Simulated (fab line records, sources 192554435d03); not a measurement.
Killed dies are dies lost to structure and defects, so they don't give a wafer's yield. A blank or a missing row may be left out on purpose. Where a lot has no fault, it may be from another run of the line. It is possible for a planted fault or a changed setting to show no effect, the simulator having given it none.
fab line records | flow n5Finfet | part 1 of 2: steps 1 to 23 of 28
[record] lots = 5 wafers = 15 lastDay = 16
route steps=1938 shown BEOL_M11@1592 BEOL_M12@1602
lots that met no fault: taken from a fault-free run of the same line
startH: hours from the record's first day to the start of the lot's first wafer shown | waitH: hours from the lot's prior step to this one | " as in the row above | L1.1+2: a row that stands for several wafers | - no value, or no start given | * or withheld: withheld | < > ~ a bound
route shown NAME@n: NAME is a module with steps in the file, n the number in the route of the first one | usual: average and standard deviation across the fault-free wafers | same: alike in all rows | chamber/n: place in a boat | sites: the reading at each site | _std_site: standard deviation of those values | _edge_site: mean of outer sites minus mean of inner sites | radiusMm: how far each site lies from the wafer's centre | mask NAME#n: copy n | behind: the tool/chamber that last shaped the wafer | hold: what put the lot on hold/how long, in hours/how the hold closed | device: the n, p or np transistor that did not switch | end of line: the tests these same wafers got at the end of their route | a step without rows: its recipe alone | killed: at the first sort, the dies lost to defects and structure; wafer yield is something else | map: a wafer's dies, marking killed ones x, the rest . and places with no die _
set.NAME: the setting the step ran with; set.NAME@STEP: the setting that earlier step ran with | model.NAME: the simulator's own value behind a step, which no gauge read
lots at some steps of the route; a table a step, a row a wafer
services: the hour from which a tool's chamber was out of use, counted from the record's first day as startH (under 0 if before that day), plus the number of hours and why
[[steps]]
[step N5_BEOL_M11_CVD_75]
[recipe] material = Co targetThkA = 20 tempC = withheld precursor = CCTBA/H2 pressureTorr = 30 timeS = 138.9
[usual] chamberPressureTorr = 29.99/0.06
// columns lot.wafer tool chamber startH waitH chamberPressureTorr
L081.1 cvdCo-02 0 270.06 0.3 29.98
L081.5 " 0 " " 30.01
L081.6 " 2 " " 29.99
L083.4 cvdCo-02 2 274.94 0.1 29.99
L083.5 " 0 " " 29.97
L083.6 " 1 " " 30.04
L087.2 cvdCo-01 0 306.97 0.3 30.03
L087.4 " 2 " " 30.02
L087.5 " 1 " " 29.90
L092.3 cvdCo-02 2 346.03 0.1 29.89
L092.5 " 1 " " 30.09
L092.6 " 0 " " 29.98
L095.1 cvdCo-01 2 349.67 0.0 30.01
L095.2 " 0 " " 30.00
L095.5 " 2 " " 30.08
[step N5_BEOL_M11_SPUTTER_48]
[recipe] material = Cu targetThkA = 120 tempC = -20 biasV = 60 powerW = 26000 chamberPressurePa = 0.13 timeS = 2
[usual] cathodeDcPowerW = 26000/4.8 chuckSensorTempC = -16.2/0.51 throttleValvePct = 29.8/0.75
// columns lot.wafer tool chamber startH waitH cathodeDcPowerW chuckSensorTempC throttleValvePct
L081.1 pvdSputter-02 - 270.23 0.1 26000 -15.7 29.1
L081.5 " - " " 25997 -15.8 30.2
L081.6 " - " " 26002 -15.7 29.5
L083.4 pvdSputter-01 - 275.01 0.0 26007 -16.6 29.8
L083.5 " - " " 25997 -15.7 29.5
L083.6 " - " " 26001 -15.5 30.8
L087.2 pvdSputter-01 - 307.12 0.1 25994 -15.4 30.9
L087.4 " - " " 26002 -16.5 30.1
L087.5 " - " " 25996 -16.6 30.2
L092.3 pvdSputter-02 - 346.15 0.1 26004 -16.7 31.3
L092.5 " - " " 26002 -16.6 28.7
L092.6 " - " " 25998 -16.6 31.2
L095.1 pvdSputter-02 - 349.85 0.1 25999 -16.8 28.8
L095.2 " - " " 25994 -15.9 30.0
L095.5 " - " " 26003 -15.8 29.2
[step N5_BEOL_M11_ECD_50]
[recipe] material = Cu targetThkA = 3180
// columns lot.wafer tool chamber startH waitH
L081.1+5+6 ecdCu-02 0,0,1 270.34 0.1
L083.4+5+6 ecdCu-02 0,1,0 275.16 0.1
L087.2+4+5 ecdCu-01 0,1,1 307.24 0.1
L092.3+5+6 ecdCu-01 0,1,0 346.29 0.1
L095.1+2+5 ecdCu-01 1,0,1 349.96 0.1
[step N5_BEOL_M11_ANNEAL_51]
[recipe] tempC = 225 timeS = 90 ambient = N2
[usual] wafer_temp_C_max = 225.62/0.23
// columns lot.wafer tool chamber startH waitH wafer_temp_C_max
L081.1 rtpAnneal-02 0 270.45 0.1 225.78
L081.5 " 0 " " 225.67
L081.6 " 0 " " 225.54
L083.4 rtpAnneal-01 0 275.38 0.2 225.14
L083.5 " 0 " " 225.16
L083.6 " 0 " " 225.22
L087.2 rtpAnneal-02 0 307.55 0.3 225.65
L087.4 " 0 " " 225.82
L087.5 " 0 " " 225.78
L092.3 rtpAnneal-02 0 347.37 1.0 225.78
L092.5 " 0 " " 225.53
L092.6 " 0 " " 225.74
L095.1 rtpAnneal-01 0 350.07 0.1 225.74
L095.2 " 0 " " 225.58
L095.5 " 0 " " 225.77
[step N5_BEOL_M11_CMP_52]
[recipe] stopOn = SiCOH_lowk tOverpolishS = 7 downForcePsi = 1 platenRpm = 50 clearingPlatenDownForcePsi = 1.5 clearingPlatenRpm = 50 postCmpClean = cuAlkaline targetThkNm = 140 clearingPlatenPadVelocityMS = 0.99484 padVelocityMS = 0.99484
[usual] barrierFieldEndpointS = 29.1/0.57 headPressurePsi = 1.0002/0.0022 motorCurrentA = 6.0/0.59 overpolishRunS = 7.000/0.0089 timeToEndpointS = 66.8/2.6
// columns lot.wafer tool chamber startH waitH barrierFieldEndpointS headPressurePsi motorCurrentA overpolishRunS timeToEndpointS
L081.1 cmp-02 3 270.75 0.3 29.5 0.9956 6.1 7.007 64.6
L081.6 " 3 " " 29.2 0.9995 5.8 6.999 61.6
L081.5 " 0 " " 29.5 0.9948 6.9 7.004 64.3
L083.4 cmp-03 0 275.58 0.2 29.6 1.0015 6.6 6.993 65.4
L083.5 " 3 " " 29.1 0.9996 7.3 7.000 66.6
L083.6 " 0 " " 29.2 1.0000 6.7 6.990 66.9
L087.2 cmp-01 3 307.84 0.2 29.0 0.9994 5.6 7.002 66.2
L087.4 " 1 " " 28.9 1.0002 5.8 6.997 63.0
L087.5 " 3 " " 29.5 0.9998 5.5 7.004 66.5
L092.3 cmp-02 2 347.59 0.2 29.3 1.0009 5.8 7.008 72.0
L092.5 " 2 " " 29.6 1.0021 5.5 7.002 71.7
L092.6 " 3 " " 29.8 1.0040 5.9 6.999 70.4
L095.1 cmp-01 0 350.42 0.3 29.5 1.0025 6.1 6.998 67.1
L095.2 " 1 " " 28.9 1.0021 5.8 6.997 64.9
L095.5 " 3 " " 30.0 0.9982 5.6 7.001 67.7
[step N5_BEOL_M11_THK_MEAS_53]
[recipe] thkMeasGauge = xrf reads = Cu_of_BEOL_M11_ECD_50
[usual] M11_THK = 139.0/3
// columns lot.wafer tool chamber startH waitH M11_THK[nm]
L081.1 filmMetro-01 - 271.04 - 140.9
L081.5 " - " " 141.4
L081.6 " - " " 138.2
L083.4 filmMetro-02 - 275.83 - 135.8
L083.5 " - " " 133.1
L083.6 " - " " 133.9
L087.2 filmMetro-01 - 308.09 - 138.8
L087.4 " - " " 134.2
L087.5 " - " " 138.0
L092.3 filmMetro-01 - 347.88 - 138.8
L092.5 " - " " 134.4
L092.6 " - " " 137.8
L095.1 filmMetro-01 - 350.68 - 136.5
L095.2 " - " " 137.7
L095.5 " - " " 138.9
[step N5_BEOL_M11_PRE_CLEAN_55]
[recipe] gas = NH3 timeS = 15 tempC = withheld rfPowerW = 300
// columns lot.wafer tool chamber startH waitH
L081.1+5+6 pecvd-01 1,1,2 271.08 0.0
L083.4+5+6 pecvd-02 1,0,1 275.88 0.0
L087.2+4+5 pecvd-02 1,2,1 308.13 0.0
L092.3+5+6 pecvd-02 0,1,0 347.93 0.0
L095.1+2+5 pecvd-02 0,2,2 350.71 0.0
[step N5_BEOL_M11_DEP_56]
[recipe] material = SiCN targetThkA = 300 tempC = withheld precursor = 3MS/NH3 pressureTorr = 3 rfW = 675 timeS = 10.5
[usual] chamberPressureTorr = 3.000/0.0066 showerheadPlenumPTorr = 4.148/0.02 throttleValvePct = 17.3/0.87
// columns lot.wafer tool chamber startH waitH chamberPressureTorr showerheadPlenumPTorr throttleValvePct
L081.1 pecvd-01 1 271.11 0.0 3.000 4.152 17.1
L081.5 " 1 " " 2.996 4.152 17.3
L081.6 " 2 " " 2.995 4.171 17.7
L083.4 pecvd-02 1 275.92 0.0 3.006 4.129 16.8
L083.5 " 0 " " 2.992 4.130 17.4
L083.6 " 1 " " 3.004 4.117 16.7
L087.2 pecvd-02 1 308.17 0.0 3.012 4.131 16.7
L087.4 " 2 " " 2.995 4.171 16.7
L087.5 " 1 " " 3.014 4.119 16.6
L092.3 pecvd-02 0 347.96 0.0 3.002 4.133 17.3
L092.5 " 1 " " 2.999 4.131 16.8
L092.6 " 0 " " 3.002 4.141 17.0
L095.1 pecvd-02 0 350.74 0.0 3.002 4.153 17.3
L095.2 " 2 " " 3.000 4.166 16.8
L095.5 " 2 " " 3.000 4.171 16.7
[step N5_BEOL_M11_RS_MEAS_57]
[recipe] thkMeasGauge = four-point-probe reads = Cu_of_BEOL_M11_ECD_50+Co_of_BEOL_M11_CVD_75+TaN_of_BEOL_M11_ALD_74
[usual] M11_RS = 0.151/0.0033
// columns lot.wafer tool chamber startH waitH M11_RS[ohm/sq]
L081.1 filmMetro-02 - 271.17 0.0 0.149
L081.5 " - " " 0.148
L081.6 " - " " 0.152
L083.4 filmMetro-01 - 275.99 0.1 0.153
L083.5 " - " " 0.155
L083.6 " - " " 0.155
L087.2 filmMetro-01 - 308.25 0.1 0.151
L087.4 " - " " 0.156
L087.5 " - " " 0.152
L092.3 filmMetro-02 - 348.02 0.0 0.150
L092.5 " - " " 0.155
L092.6 " - " " 0.151
L095.1 filmMetro-02 - 350.80 0.0 0.153
L095.2 " - " " 0.151
L095.5 " - " " 0.151
[step N5_BEOL_M11_INSPECT_58]
[recipe] inspectInstrument = darkfield mode = postDep
[usual] rawDefectCount = 64/22
// columns lot.wafer tool chamber startH waitH rawDefectCount
L081.1 defectInspect-02 - 271.19 0.0 56
L081.5 " - " " 46
L081.6 " - " " 61
L083.4 defectInspect-02 - 276.01 0.0 35
L083.5 " - " " 56
L083.6 " - " " 73
L087.2 defectInspect-01 - 308.27 0.0 81
L087.4 " - " " 83
L087.5 " - " " 63
L092.3 defectInspect-01 - 348.05 0.0 40
L092.5 " - " " 56
L092.6 " - " " 55
L095.1 defectInspect-01 - 350.83 0.0 64
L095.2 " - " " 29
L095.5 " - " " 69
[step N5_BEOL_M12_ILD_DEP_00]
[recipe] material = SiOC targetThkA = 6589.2 tempC = 350 precursor = DEMS/O2 pressureTorr = 5 rfW = 500 timeS = 130.7
[usual] chamberPressureTorr = 4.999/0.01 heaterPowerW = 488/97 showerheadPlenumPTorr = 5.690/0.018 throttleValvePct = 11.5/0.71
// columns lot.wafer tool chamber startH waitH chamberPressureTorr heaterPowerW showerheadPlenumPTorr throttleValvePct
L081.1 pecvd-02 0 271.23 0.0 5.010 504 5.673 11.1
L081.5 " 1 " " 5.005 449 5.679 11.2
L081.6 " 0 " " 4.991 525 5.690 11.1
L083.4 pecvd-04 1 276.10 0.1 4.995 273 5.662 12.1
L083.5 " 2 " " 4.990 552 5.725 10.4
L083.6 " 1 " " 5.017 289 5.669 12.1
L087.2 pecvd-01 2 308.31 0.0 4.999 590 5.686 11.7
L087.4 " 2 " " 5.011 637 5.709 11.6
L087.5 " 0 " " 5.002 494 5.705 13.1
L092.3 pecvd-04 1 348.08 0.0 4.993 291 5.659 11.9
L092.5 " 0 " " 5.005 395 5.684 11.6
L092.6 " 1 " " 4.985 312 5.687 11.8
L095.1 pecvd-02 2 350.87 0.0 4.988 530 5.688 11.0
L095.2 " 1 " " 5.009 417 5.683 11.0
L095.5 " 0 " " 5.008 443 5.682 11.4
[step N5_BEOL_M12_THK_MEAS_01]
[recipe] reads = SiOC_of_BEOL_M12_ILD_DEP_00
[usual] M12_ILD_THK = 661/8.3
// columns lot.wafer tool chamber startH waitH M12_ILD_THK[nm]
L081.1 filmMetro-02 - 271.36 0.1 661
L081.5 " - " " 662
L081.6 " - " " 674
L083.4 filmMetro-02 - 276.23 0.1 663
L083.5 " - " " 659
L083.6 " - " " 663
L087.2 filmMetro-02 - 308.44 0.1 657
L087.4 " - " " 664
L087.5 " - " " 665
L092.3 filmMetro-02 - 348.22 0.1 636
L092.5 " - " " 654
L092.6 " - " " 648
L095.1 filmMetro-02 - 351.01 0.1 655
L095.2 " - " " 662
L095.5 " - " " 666
[step N5_BEOL_M12_COAT_58]
[recipe] resist = BARC tempC = 205 timeS = 60 spinRpm = 1500 resistThkNm = 89
[usual] exhaustPa = 45.1/0.89 plateTempC = 205.01/0.17
// columns lot.wafer tool chamber startH waitH exhaustPa plateTempC
L081.1 lithoTrack-01 0 271.39 0.0 45.2 204.92
L081.5 " 0 " " 43.9 204.93
L081.6 " 0 " " 44.0 205.15
L083.4 lithoTrack-02 0 276.26 0.0 43.5 205.11
L083.5 " 0 " " 45.5 205.29
L083.6 " 0 " " 44.2 205.17
L087.2 lithoTrack-02 0 308.47 0.0 43.4 205.22
L087.4 " 0 " " 44.6 205.25
L087.5 " 0 " " 44.2 204.99
L092.3 lithoTrack-04 0 348.25 0.0 45.7 204.95
L092.5 " 0 " " 45.7 204.89
L092.6 " 0 " " 45.5 205.15
L095.1 lithoTrack-04 0 351.04 0.0 44.6 205.18
L095.2 " 0 " " 46.2 204.84
L095.5 " 0 " " 44.9 205.01
[step N5_BEOL_M12_COAT_04]
[recipe] spinRpm = 1625 resistThkNm = 400
[usual] exhaustPa = 45.0/0.91
// columns lot.wafer tool chamber startH waitH exhaustPa
L081.1 lithoTrack-01 0 - - 42.8
L081.5 " 0 " " 43.5
L081.6 " 0 " " 45.0
L083.4 lithoTrack-02 0 - - 46.8
L083.5 " 0 " " 45.1
L083.6 " 0 " " 45.8
L087.2 lithoTrack-02 0 - - 44.2
L087.4 " 0 " " 43.4
L087.5 " 0 " " 44.9
L092.3 lithoTrack-04 0 - - 46.6
L092.5 " 0 " " 45.0
L092.6 " 0 " " 44.3
L095.1 lithoTrack-04 0 - - 43.9
L095.2 " 0 " " 46.0
L095.5 " 0 " " 44.6
[step N5_BEOL_M12_EBR_06]
[recipe] solvent = PGMEA ebrWidthMm = 1.5
[usual] exhaustPa = 45.1/0.95
// columns lot.wafer tool chamber startH waitH exhaustPa
L081.1 lithoTrack-01 0 - - 43.8
L081.5 " 0 " " 44.5
L081.6 " 0 " " 44.8
L083.4 lithoTrack-02 0 - - 45.4
L083.5 " 0 " " 45.6
L083.6 " 0 " " 46.5
L087.2 lithoTrack-02 0 - - 46.0
L087.4 " 0 " " 46.0
L087.5 " 0 " " 43.7
L092.3 lithoTrack-04 0 - - 44.8
L092.5 " 0 " " 44.0
L092.6 " 0 " " 45.2
L095.1 lithoTrack-04 0 - - 44.6
L095.2 " 0 " " 44.9
L095.5 " 0 " " 44.1
[step N5_BEOL_M12_SOFTBAKE_05]
[recipe] tempC = 130 timeS = 60
[usual] exhaustPa = 45.2/0.88 plateTempC = 129.99/0.12
// columns lot.wafer tool chamber startH waitH exhaustPa plateTempC
L081.1 lithoTrack-01 0 - - 45.0 130.06
L081.5 " 0 " " 44.2 130.03
L081.6 " 0 " " 45.2 130.12
L083.4 lithoTrack-02 0 - - 45.0 130.01
L083.5 " 0 " " 45.9 129.88
L083.6 " 0 " " 44.5 130.13
L087.2 lithoTrack-02 0 - - 45.8 130.22
L087.4 " 0 " " 44.9 130.07
L087.5 " 0 " " 44.2 130.29
L092.3 lithoTrack-04 0 - - 44.6 129.79
L092.5 " 0 " " 44.5 130.04
L092.6 " 0 " " 43.8 129.93
L095.1 lithoTrack-04 0 - - 46.0 129.87
L095.2 " 0 " " 45.4 129.81
L095.5 " 0 " " 46.7 129.79
[step N5_BEOL_M12_EXPOSE_07]
[recipe] maskId = V11 na = 0.93 sourceShape = conventional sigmaOuter = 0.6 polarization = unpolarized attpsmPhaseDeg = 180 doseMj = 32.5
[same] sigmaOuter = 0.6
// columns lot.wafer tool chamber startH waitH mask
L081.1+5+6 krfScanner-01 0 271.49 - V11#0
L083.4+5+6 krfScanner-02 0 276.50 - V11#0
L087.2+4+5 krfScanner-01 0 308.58 - V11#0
L092.3+5+6 krfScanner-01 0 348.36 - V11#0
L095.1+2+5 krfScanner-02 0 351.26 - V11#0
[step N5_BEOL_M12_PEB_08]
[recipe] pebTempC = 130 pebTimeS = 90
[usual] exhaustPa = 44.8/0.87 plateTempC = 129.98/0.12
// columns lot.wafer tool chamber startH waitH exhaustPa plateTempC
L081.1 lithoTrack-02 0 271.55 0.1 45.1 129.82
L081.5 " 0 " " 44.6 129.91
L081.6 " 0 " " 46.0 129.88
L083.4 lithoTrack-04 0 276.54 0.0 44.6 130.00
L083.5 " 0 " " 44.4 130.02
L083.6 " 0 " " 44.1 129.85
L087.2 lithoTrack-04 0 308.63 0.0 44.2 130.02
L087.4 " 0 " " 45.6 129.93
L087.5 " 0 " " 46.5 130.26
L092.3 lithoTrack-01 0 348.40 0.0 45.4 129.88
L092.5 " 0 " " 45.7 129.91
L092.6 " 0 " " 44.9 129.75
L095.1 lithoTrack-01 0 351.32 0.1 45.5 129.79
L095.2 " 0 " " 42.8 130.04
L095.5 " 0 " " 44.3 129.88
[step N5_BEOL_M12_DEVELOP_09]
[recipe] developTimeS = 45 rinseLiquid = diw dry = airSpin devTempC = 21
[usual] exhaustPa = 45.1/0.87
// columns lot.wafer tool chamber startH waitH exhaustPa
L081.1 lithoTrack-02 0 - - 45.4
L081.5 " 0 " " 44.0
L081.6 " 0 " " 44.0
L083.4 lithoTrack-04 0 - - 46.1
L083.5 " 0 " " 46.4
L083.6 " 0 " " 46.6
L087.2 lithoTrack-04 0 - - 45.4
L087.4 " 0 " " 44.9
L087.5 " 0 " " 45.1
L092.3 lithoTrack-01 0 - - 43.3
L092.5 " 0 " " 43.8
L092.6 " 0 " " 43.8
L095.1 lithoTrack-01 0 - - 44.9
L095.2 " 0 " " 44.6
L095.5 " 0 " " 45.1
[step N5_BEOL_M12_HARDBAKE_14]
[recipe] tempC = 130 timeS = 120
[usual] exhaustPa = 44.9/0.99 plateTempC = 130.02/0.14
// columns lot.wafer tool chamber startH waitH exhaustPa plateTempC
L081.1 lithoTrack-02 0 - - 44.8 130.16
L081.5 " 0 " " 44.3 129.98
L081.6 " 0 " " 45.0 130.11
L083.4 lithoTrack-04 0 - - 42.5 129.95
L083.5 " 0 " " 44.3 129.83
L083.6 " 0 " " 44.5 129.88
L087.2 lithoTrack-04 0 - - 44.9 129.90
L087.4 " 0 " " 45.1 130.05
L087.5 " 0 " " 45.3 129.88
L092.3 lithoTrack-01 0 - - 45.7 129.73
L092.5 " 0 " " 45.5 129.90
L092.6 " 0 " " 45.8 129.53
L095.1 lithoTrack-01 0 - - 43.8 130.21
L095.2 " 0 " " 44.9 129.98
L095.5 " 0 " " 44.3 130.31
[step N5_BEOL_M12_CD_MEAS_10]
[recipe] targetCdNm = 140 landingEnergyEv = 500 detector = seInlens polarity = opening
[usual] cdNm = 139.9/1.3
// columns lot.wafer tool chamber startH waitH cdNm
L081.1 cdSem-01 0 271.67 - 139.5
L081.5 " 0 " " 141.1
L081.6 " 0 " " 140.0
L083.4 cdSem-01 0 276.66 - 141.7
L083.5 " 0 " " 141.1
L083.6 " 0 " " 141.2
L087.2 cdSem-01 0 308.74 - 141.1
L087.4 " 0 " " 139.1
L087.5 " 0 " " 139.2
L092.3 cdSem-01 0 348.52 - 140.9
L092.5 " 0 " " 139.2
L092.6 " 0 " " 141.9
L095.1 cdSem-01 0 351.44 - 139.3
L095.2 " 0 " " 137.8
L095.5 " 0 " " 139.4
[step N5_BEOL_M12_OVL_MEAS_11]
[recipe] pointsPerWafer = 44
[usual] V11_OVL = -5/6
[same] pointsPerWafer = 44
// columns lot.wafer tool chamber startH waitH V11_OVL[nm]
L081.1 overlay-01 0 271.70 0.0 -13
L081.5 " 0 " " -1
L081.6 " 0 " " -12
L083.4 overlay-02 0 276.69 0.0 0
L083.5 " 0 " " -5
L083.6 " 0 " " -1
L087.2 overlay-01 0 308.77 0.0 -7
L087.4 " 0 " " -5
L087.5 " 0 " " 1
L092.3 overlay-01 0 348.55 0.0 -19
L092.5 " 0 " " -20
L092.6 " 0 " " -15
L095.1 overlay-02 0 351.47 0.0 -8
L095.2 " 0 " " 2
L095.5 " 0 " " 1
[step N5_BEOL_M12_INSPECT_12]
[recipe] mode = adi inspectInstrument = macro
[usual] rawDefectCount = 2.1/1.4
// columns lot.wafer tool chamber startH waitH rawDefectCount
L081.1 defectInspect-01 - 271.72 0.0 4
L081.5 " - " " 4
L081.6 " - " " 1
L083.4 defectInspect-02 - 276.71 0.0 2
L083.5 " - " " 5
L083.6 " - " " 3
L087.2 defectInspect-01 - 308.80 0.0 1
L087.4 " - " " 2
L087.5 " - " " 1
L092.3 defectInspect-01 - 348.61 0.1 1
L092.5 " - " " 2
L092.6 " - " " 2
L095.1 defectInspect-01 - 351.49 0.0 2
L095.2 " - " " 5
L095.5 " - " " 2
